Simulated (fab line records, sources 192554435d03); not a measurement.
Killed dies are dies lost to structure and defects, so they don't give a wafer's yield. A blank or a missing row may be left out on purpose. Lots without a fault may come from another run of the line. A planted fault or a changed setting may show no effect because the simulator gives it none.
Chamber matching | flow n5_finfet | N5_BEOL_M14_ETCH_68 on rie_diel-03: 4 sister chambers
The step etches SOC in N2/H2, time 450 s. 4 wafers are shown with their chamber, then 10 later ones without.

WAFERS WITH THEIR CHAMBER
wafer  | chamber | showerhead_plenum_p_Torr (Torr)
L078.4 | 3       | 2.40
L091.5 | 0       | 2.46
L096.1 | 2       | 2.60
L096.2 | 1       | 2.40

WAFERS WITHOUT THEIR CHAMBER
wafer  | showerhead_plenum_p_Torr (Torr)
L096.5 | 2.40
L092.2 | 2.46
L092.3 | 2.40
L092.5 | 2.40
L094.2 | 2.40
L094.3 | 2.46
L094.4 | 2.38
L095.1 | 2.59
L095.2 | 2.45
L095.6 | 2.45

WHICH CHAMBER EACH WENT THROUGH
wafer  | from the rows above     | in truth
L096.5 | can't be placed: 1 or 3 | 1
L092.2 | 0                       | 0
L092.3 | can't be placed: 1 or 3 | 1
L092.5 | can't be placed: 1 or 3 | 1
L094.2 | can't be placed: 1 or 3 | 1
L094.3 | 0                       | 0
L094.4 | can't be placed: 1 or 3 | 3
L095.1 | 2                       | 2
L095.2 | 0                       | 0
L095.6 | 0                       | 0
Placed correctly: 5 of 10. Can't be placed from these rows: 5 (the true chamber is among the candidates in 5). Placed wrongly: 0.
How it was worked out, from the rows above alone: a wafer's distance from a chamber is the root of the sum, over the readings, of the square of ((its reading less the chamber's mean) divided by the reading's scatter). The wafer belongs to the nearest chamber; if the next one is less than 2 further off, it can't be placed. A chamber's mean is the mean of its shown wafers. The scatter: with one shown wafer a chamber, the root of the mean of the squares of how far each hidden wafer lies from its nearest shown one.
